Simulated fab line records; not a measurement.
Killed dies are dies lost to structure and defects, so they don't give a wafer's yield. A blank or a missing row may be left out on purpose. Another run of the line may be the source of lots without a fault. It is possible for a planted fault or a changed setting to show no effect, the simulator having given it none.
A struck lot beside a sound one / flow n5 finfet / 36 steps out of a route of 1938
Sound: these wafers, L565.1, L565.2, L565.6. Wafers struck: L572.3, L572.5, L572.6. Last of all comes the cause.
Per side, at each step with rows, come the tool, then ch with its chambers, and then its first start. Under that, the readings that differ: sound wafers / struck wafers / difference of the means / sigmas: that difference in standard deviations of wafers without a fault.
alike: words and numbers the same on both sides, and readings whose means are apart by under 2 such deviations; not compared: readings that were withheld, readings missing a value for some wafer, numbers with overlapping values and no deviation given by the record, and bounds like >300 which may hide the same value.
A row with sigmas, a row that says differs or no value, or rows on one side alone: a step with any of these is where the two part. Non-overlapping numbers with no deviation appear without sigmas and do not part them. Lack of a reading on every wafer of one side parts them only where that side has two or more wafers.

first, 9 steps without rows for these wafers: N5_BEOL_M4_ANNEAL_95 (time 240 s); N5_BEOL_M4_SPUTTER_96 (material Cu, target thk 4.5 nm, time 8.29 s); N5_BEOL_M4_ECD_50 (material Cu, target thk 300 nm); N5_BEOL_M4_ANNEAL_51 (time 90 s); N5_BEOL_M4_CMP_52 (polishes, stops on SiOC, t overpolish 6.8 s, target thk 40 nm); N5_BEOL_M4_PRE_CLEAN_60 (time 15 s); N5_BEOL_M4_CO_CAP_55 (material Co, precursor CCTBA/H2, target thk 2 nm, time 102.1 s); N5_BEOL_M4_PRE_CLEAN_56 (time 15 s); N5_BEOL_M4_DEP_57 (deposits SiCN from 3MS/NH3, target thk 8 nm, time 14 s).
N5_BEOL_M4_RC_MEAS_101:
  sound on prober-01 ch 0, day 12 11:30; struck on prober-02 ch 0, day 13 17:32
  alike: DIBL_N, DIBL_P, IOFF_N, IOFF_P, ION_N, ION_P, SS_N, SS_P, VT_N, VT_P
then, 24 steps without rows for these wafers: N5_BEOL_M5_ILD_DEP_00 (deposits SiCOH lowk from DEMS/porogen, target thk 140.64 nm, time 25.9 s); N5_BEOL_M5_CURE_79 (cures SiCOH lowk, time 240 s); N5_BEOL_M5_PECVD_70 (deposits SiO2 from TEOS/O2, target thk 16 nm, time 18 s); N5_BEOL_M5_HM_DEP_02 (deposits TiN, target thk 20 nm); N5_BEOL_M5_COAT_59 (time 60 s, resist thk 60 nm); N5_BEOL_M5_COAT_60 (time 60 s, resist thk 12 nm); N5_BEOL_M5_COAT_71 (time 60 s, resist thk 5 nm); N5_BEOL_M5_COAT_05 (resist thk 30 nm); N5_BEOL_M5_EBR_07; N5_BEOL_M5_SOFTBAKE_06 (time 60 s); N5_BEOL_M5_EXPOSE_08 (exposes mask M5, target cd 28 nm); N5_BEOL_M5_PEB_09 (peb time 60 s); N5_BEOL_M5_DEVELOP_10 (develop time 30 s); N5_BEOL_M5_DESCUM_16 (chemistry O2, time 7 s); N5_BEOL_M5_ETCH_72 (etches underlayer in N2/H2, target depth 6.5 nm, time 5.2 s); N5_BEOL_M5_ETCH_61 (etches SiARC in CF4, target depth 15.6 nm, time 26 s); N5_BEOL_M5_ETCH_62 (etches SOC in N2/H2, target depth 75 nm, overetch 15 nm, time 112.5 s); N5_BEOL_M5_STRIP_63 (strips in N2/H2); N5_BEOL_M5_STRIP_73 (strips in N2/H2); N5_BEOL_M5_STRIP_64 (strips in CF4); N5_BEOL_M5_HM_OPEN_17 (chemistry Cl2/BCl3, target TiN, target depth 20 nm, overetch 6 nm); N5_BEOL_M5_STRIP_19 (strips in O2); N5_BEOL_M5_COAT_65 (time 60 s, resist thk 60 nm); N5_BEOL_M5_COAT_66 (time 60 s, resist thk 12 nm).
-- the record jumps here: 4 days lie between the struck wafers' starts before and after (it left off in module BEOL_M5 and takes up again in module MIM_TOP_ETCH, whose first step shown is number 1852 of the route) --
N5_MIM_TOP_ETCH_STRIP_01: strips in O2.
  sound on rie diel-04 ch 0,3, day 16 23:06; struck on rie diel-04 ch 1,2,3, day 17 15:36
  no value came back on the struck wafers for any of 7 readings (bias power w (W), chamber pressure mTorr (mTorr) and others); on the sound wafers bias power w (W) reads 0 0 0
  not compared: rf hours counter h, model.coat_of_MIM_TOP_LITHO_COAT_02.thk nm
N5_PASSIVATION_PROBE_49:
  sound: prober-01 at day 17 11:34; struck: prober-01 at day 18 01:04
reading=defect limited yield (%); sound=93.6 92.9 92.2; struck=0 0 0; difference=-93; sigmas=-58
reading=killed at other; sound=4 5 9; struck=1056 1042 1051; difference=+1044; sigmas=+99 or more
reading=killed dies; sound=75 84 92; struck=1180 1180 1180; difference=+1096; sigmas=+58
reading=killed on rim; sound=10 14 14; struck=152 152 152; difference=+139; sigmas=+36
reading=killed open; sound=56 44 57; struck=81 103 90; difference=+39; sigmas=+3
reading=sort_bin_5_function (%); sound=4.3 3.9 4.2; struck=95.9 95.4 95.1; difference=+91.3; sigmas=+91
reading=sort_bin_6_memory (%); sound=2.0 3.0 3.1; struck=3.9 4.2 4.6; difference=+1.5; sigmas=+2
reading=sort n pass; sound=1105 1096 1088; struck=0 0 0; difference=-1096; sigmas=-50
reading=sort yield pct (%); sound=93.6 92.9 92.2; struck=0 0 0; difference=-93; sigmas=-49
  alike: killed_at_M0_to_M3, killed_at_M4_up, killed at contacts, killed at front end, killed short

WHERE THEY PART
First at N5_MIM_TOP_ETCH_STRIP_01; last, within this record, at N5_PASSIVATION_PROBE_49.

WHY: what the simulator had put in
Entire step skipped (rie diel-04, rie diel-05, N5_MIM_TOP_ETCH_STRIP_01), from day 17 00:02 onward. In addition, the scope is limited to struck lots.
